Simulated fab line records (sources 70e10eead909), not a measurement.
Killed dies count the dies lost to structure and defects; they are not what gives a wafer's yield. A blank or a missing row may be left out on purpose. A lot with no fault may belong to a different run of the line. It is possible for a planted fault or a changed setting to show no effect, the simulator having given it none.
Matching of chambers || flow nandHarc || 3 sister chambers for NHARC_A_STAIRCASE_DEP_322 on pecvd-04
The step deposits SiO2, target thk 3800 nm. 16 wafers are shown with their chamber, then 8 later ones without.

## WAFERS WITH THEIR CHAMBER
{"wafer": "L076.1", "chamber": 2, "mfcPrecursorSccm (sccm)": 201.2, "heaterPowerOuterW (W)": 483, "heaterPowerW (W)": 794}
{"wafer": "L076.2", "chamber": 0, "mfcPrecursorSccm (sccm)": 200.7, "heaterPowerOuterW (W)": 467, "heaterPowerW (W)": 825}
{"wafer": "L076.5", "chamber": 2, "mfcPrecursorSccm (sccm)": 200.9, "heaterPowerOuterW (W)": 374, "heaterPowerW (W)": 652}
{"wafer": "L078.1", "chamber": 0, "mfcPrecursorSccm (sccm)": 200.2, "heaterPowerOuterW (W)": 426, "heaterPowerW (W)": 768}
{"wafer": "L078.3", "chamber": 2, "mfcPrecursorSccm (sccm)": 200.2, "heaterPowerOuterW (W)": 380, "heaterPowerW (W)": 681}
{"wafer": "L078.5", "chamber": 0, "mfcPrecursorSccm (sccm)": 201.7, "heaterPowerOuterW (W)": 346, "heaterPowerW (W)": 661}
{"wafer": "L080.3", "chamber": 2, "mfcPrecursorSccm (sccm)": 200.3, "heaterPowerOuterW (W)": 509, "heaterPowerW (W)": 787}
{"wafer": "L080.4", "chamber": 2, "mfcPrecursorSccm (sccm)": 198.9, "heaterPowerOuterW (W)": 376, "heaterPowerW (W)": 646}
{"wafer": "L080.5", "chamber": 0, "mfcPrecursorSccm (sccm)": 200.7, "heaterPowerOuterW (W)": 358, "heaterPowerW (W)": 653}
{"wafer": "L083.1", "chamber": 2, "mfcPrecursorSccm (sccm)": 200.0, "heaterPowerOuterW (W)": 427, "heaterPowerW (W)": 705}
{"wafer": "L083.2", "chamber": 0, "mfcPrecursorSccm (sccm)": 199.8, "heaterPowerOuterW (W)": 388, "heaterPowerW (W)": 716}
{"wafer": "L083.3", "chamber": 1, "mfcPrecursorSccm (sccm)": 199.6, "heaterPowerOuterW (W)": 436, "heaterPowerW (W)": 758}
{"wafer": "L081.2", "chamber": 0, "mfcPrecursorSccm (sccm)": 201.4, "heaterPowerOuterW (W)": 416, "heaterPowerW (W)": 773}
{"wafer": "L081.3", "chamber": 1, "mfcPrecursorSccm (sccm)": 199.2, "heaterPowerOuterW (W)": 448, "heaterPowerW (W)": 758}
{"wafer": "L081.5", "chamber": 1, "mfcPrecursorSccm (sccm)": 200.5, "heaterPowerOuterW (W)": 410, "heaterPowerW (W)": 715}
{"wafer": "L086.1", "chamber": 1, "mfcPrecursorSccm (sccm)": 199.4, "heaterPowerOuterW (W)": 538, "heaterPowerW (W)": 896}

SIGNATURES (means of the wafers above)
{"reading": "mfcPrecursorSccm", "chamber 0": 200.750, "chamber 1": 199.675, "chamber 2": 200.250, "scatter within a chamber": 0.72}
{"reading": "heaterPowerOuterW", "chamber 0": 400.17, "chamber 1": 458.00, "chamber 2": 424.83, "scatter within a chamber": 53.3}
{"reading": "heaterPowerW", "chamber 0": 732.67, "chamber 1": 781.75, "chamber 2": 710.83, "scatter within a chamber": 69.7}
Rule: distance of a wafer from a chamber = root of the sum over the readings of ((wafer's reading minus chamber's mean) / reading's scatter) squared. If the next closest chamber is less than 2 further off than the closest, the wafer can't be placed; otherwise it belongs to the closest. The scatter: take each reading less its chamber's mean, square it, sum over the shown wafers, divide by the number of wafers less the number of chambers, and take the root.

## WAFERS WHOSE CHAMBER IS MISSING
{"wafer": "L086.3", "mfcPrecursorSccm (sccm)": 199.6, "heaterPowerOuterW (W)": 457, "heaterPowerW (W)": 806}
{"wafer": "L086.6", "mfcPrecursorSccm (sccm)": 200.1, "heaterPowerOuterW (W)": 404, "heaterPowerW (W)": 740}
{"wafer": "L092.1", "mfcPrecursorSccm (sccm)": 201.1, "heaterPowerOuterW (W)": 409, "heaterPowerW (W)": 754}
{"wafer": "L092.3", "mfcPrecursorSccm (sccm)": 199.9, "heaterPowerOuterW (W)": 518, "heaterPowerW (W)": 867}
{"wafer": "L092.5", "mfcPrecursorSccm (sccm)": 200.7, "heaterPowerOuterW (W)": 420, "heaterPowerW (W)": 735}
{"wafer": "L094.2", "mfcPrecursorSccm (sccm)": 199.7, "heaterPowerOuterW (W)": 339, "heaterPowerW (W)": 647}
{"wafer": "L094.3", "mfcPrecursorSccm (sccm)": 199.7, "heaterPowerOuterW (W)": 543, "heaterPowerW (W)": 887}
{"wafer": "L094.4", "mfcPrecursorSccm (sccm)": 200.3, "heaterPowerOuterW (W)": 411, "heaterPowerW (W)": 734}

## THE CHAMBER EACH PASSED THROUGH
{"wafer": "L086.3", "from the rows above": "can't be placed: 1 or 2 or 0", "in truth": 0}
{"wafer": "L086.6", "from the rows above": "can't be placed: 2 or 0 or 1", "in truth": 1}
{"wafer": "L092.1", "from the rows above": "can't be placed: 0 or 2 or 1", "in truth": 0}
{"wafer": "L092.3", "from the rows above": "can't be placed: 1 or 2 or 0", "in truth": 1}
{"wafer": "L092.5", "from the rows above": "can't be placed: 0 or 2 or 1", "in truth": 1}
{"wafer": "L094.2", "from the rows above": "can't be placed: 2 or 0 or 1", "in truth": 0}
{"wafer": "L094.3", "from the rows above": "can't be placed: 1 or 2 or 0", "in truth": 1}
{"wafer": "L094.4", "from the rows above": "can't be placed: 2 or 0 or 1", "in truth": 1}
0 of 8 placed correctly. These rows do not allow placing 8 (true chamber among the candidates in 8). Number placed wrongly: 0.
